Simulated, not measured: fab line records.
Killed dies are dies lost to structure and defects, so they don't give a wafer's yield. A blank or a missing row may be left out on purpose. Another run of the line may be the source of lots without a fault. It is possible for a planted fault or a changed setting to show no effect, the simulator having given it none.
Split-lot trial :: flow n5_finfet :: 21 wafers read from 7 lots, route of 1938 steps

## ABOUT THE SPLIT
At N5_BEOL_M15_SPUTTER_43 (material TaN, target thk 15 nm, time 24.19 s), the setting time_s was moved away from the recipe's 24.19 s on 8 of the 21 wafers read, by -15.0% to +10.9%. All remaining wafers had this setting at the recipe value.

Reading taken at the split's own step.

## THE READING
TaN_of_BEOL_M15_SPUTTER_43.thk_nm (the simulator's own value, which no gauge read), in nm, at N5_BEOL_M15_SPUTTER_43 (material TaN, target thk 15 nm, time 24.19 s). The file does not state a usual value for it. Here, 13 wafers ran the recipe; their average is 15.1 nm with a standard deviation of 0.3 nm.

wafer: L074.3
tool, chamber at the split: pvd_sputter-01, -
time_s as run, s: 24.19
against the recipe: recipe
TaN_of_BEOL_M15_SPUTTER_43.thk_nm, nm: 15.4
against lot-mates on the recipe: -

wafer: L074.4
tool, chamber at the split: pvd_sputter-01, -
time_s as run, s: 24.19
against the recipe: recipe
TaN_of_BEOL_M15_SPUTTER_43.thk_nm, nm: 15
against lot-mates on the recipe: -

wafer: L074.6
tool, chamber at the split: pvd_sputter-01, -
time_s as run, s: 22.28
against the recipe: -7.9%
TaN_of_BEOL_M15_SPUTTER_43.thk_nm, nm: 14.2
against lot-mates on the recipe: -1.0

wafer: L075.1
tool, chamber at the split: pvd_sputter-02, -
time_s as run, s: 20.56
against the recipe: -15.0%
TaN_of_BEOL_M15_SPUTTER_43.thk_nm, nm: 12.4
against lot-mates on the recipe: -2.6

wafer: L075.3
tool, chamber at the split: pvd_sputter-02, -
time_s as run, s: 20.56
against the recipe: -15.0%
TaN_of_BEOL_M15_SPUTTER_43.thk_nm, nm: 12.6
against lot-mates on the recipe: -2.4

wafer: L075.4
tool, chamber at the split: pvd_sputter-02, -
time_s as run, s: 24.19
against the recipe: recipe
TaN_of_BEOL_M15_SPUTTER_43.thk_nm, nm: 15
against lot-mates on the recipe: -

wafer: L077.1
tool, chamber at the split: pvd_sputter-02, -
time_s as run, s: 22.66
against the recipe: -6.3%
TaN_of_BEOL_M15_SPUTTER_43.thk_nm, nm: 14
against lot-mates on the recipe: no lot-mate on the recipe

wafer: L077.3
tool, chamber at the split: pvd_sputter-02, -
time_s as run, s: 22.66
against the recipe: -6.3%
TaN_of_BEOL_M15_SPUTTER_43.thk_nm, nm: 13.8
against lot-mates on the recipe: no lot-mate on the recipe

wafer: L077.6
tool, chamber at the split: pvd_sputter-02, -
time_s as run, s: 22.66
against the recipe: -6.3%
TaN_of_BEOL_M15_SPUTTER_43.thk_nm, nm: 13.8
against lot-mates on the recipe: no lot-mate on the recipe

wafer: L085.2
tool, chamber at the split: pvd_sputter-02, -
time_s as run, s: 24.19
against the recipe: recipe
TaN_of_BEOL_M15_SPUTTER_43.thk_nm, nm: 15
against lot-mates on the recipe: -

wafer: L085.4
tool, chamber at the split: pvd_sputter-02, -
time_s as run, s: 24.19
against the recipe: recipe
TaN_of_BEOL_M15_SPUTTER_43.thk_nm, nm: 15
against lot-mates on the recipe: -

wafer: L085.3
tool, chamber at the split: pvd_sputter-02, -
time_s as run, s: 24.19
against the recipe: recipe
TaN_of_BEOL_M15_SPUTTER_43.thk_nm, nm: 14.8
against lot-mates on the recipe: -

wafer: L086.2
tool, chamber at the split: pvd_sputter-01, -
time_s as run, s: 24.19
against the recipe: recipe
TaN_of_BEOL_M15_SPUTTER_43.thk_nm, nm: 15.6
against lot-mates on the recipe: -

wafer: L086.5
tool, chamber at the split: pvd_sputter-01, -
time_s as run, s: 24.19
against the recipe: recipe
TaN_of_BEOL_M15_SPUTTER_43.thk_nm, nm: 15.6
against lot-mates on the recipe: -

wafer: L086.3
tool, chamber at the split: pvd_sputter-01, -
time_s as run, s: 24.19
against the recipe: recipe
TaN_of_BEOL_M15_SPUTTER_43.thk_nm, nm: 15.4
against lot-mates on the recipe: -

wafer: L089.1
tool, chamber at the split: pvd_sputter-01, -
time_s as run, s: 23.26
against the recipe: -3.8%
TaN_of_BEOL_M15_SPUTTER_43.thk_nm, nm: 14.8
against lot-mates on the recipe: -0.3

wafer: L089.4
tool, chamber at the split: pvd_sputter-01, -
time_s as run, s: 24.19
against the recipe: recipe
TaN_of_BEOL_M15_SPUTTER_43.thk_nm, nm: 15.2
against lot-mates on the recipe: -

wafer: L089.6
tool, chamber at the split: pvd_sputter-01, -
time_s as run, s: 24.19
against the recipe: recipe
TaN_of_BEOL_M15_SPUTTER_43.thk_nm, nm: 15
against lot-mates on the recipe: -

wafer: L093.1
tool, chamber at the split: pvd_sputter-02, -
time_s as run, s: 26.82
against the recipe: +10.9%
TaN_of_BEOL_M15_SPUTTER_43.thk_nm, nm: 16.4
against lot-mates on the recipe: +1.7

wafer: L093.5
tool, chamber at the split: pvd_sputter-02, -
time_s as run, s: 24.19
against the recipe: recipe
TaN_of_BEOL_M15_SPUTTER_43.thk_nm, nm: 14.6
against lot-mates on the recipe: -

wafer: L093.6
tool, chamber at the split: pvd_sputter-02, -
time_s as run, s: 24.19
against the recipe: recipe
TaN_of_BEOL_M15_SPUTTER_43.thk_nm, nm: 14.8
against lot-mates on the recipe: -

FIT RESULTS
A straight line over all 21 wafers: TaN_of_BEOL_M15_SPUTTER_43.thk_nm changes by +0.159 nm for each +1% of time_s; r = +0.95; the points scatter about the line by 0.31 nm.
The same after taking each lot's own level away (the mean of its wafers on the recipe; 18 wafers): +0.16 nm for each +1%; r = +0.99; scatter 0.15 nm.
The reading moves by 2.4 nm for the largest change in time_s, on that fit.
The span of the lots' own levels, 14.70 to 15.53 nm, comes to 2.8 times the standard deviation stated above.
So the lot-to-lot level changes the slope little: the two slopes agree.
Check: -2.26 nm against its lot-mates is what the line predicts for one of the wafers moved furthest among these (-15.0%) when that wafer is left out of the fit. Against them it came out at -2.6 nm.

## FURTHER SPLITS ON THESE WAFERS
These wafers also went through other splits before the reading. Each is held against what the fit with the lots' levels taken away leaves over:
other split on the same wafers: N5_BEOL_M14_EXPOSE_07 dose_mj
wafers away from the commonest value: 6
r with TaN_of_BEOL_M15_SPUTTER_43.thk_nm (lot level and that fit taken away): -0.20

## FILE'S OWN FIT
TaN_of_BEOL_M15_SPUTTER_43.thk_nm changes by +0.155 nm for each +1% of time_s, r = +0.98.
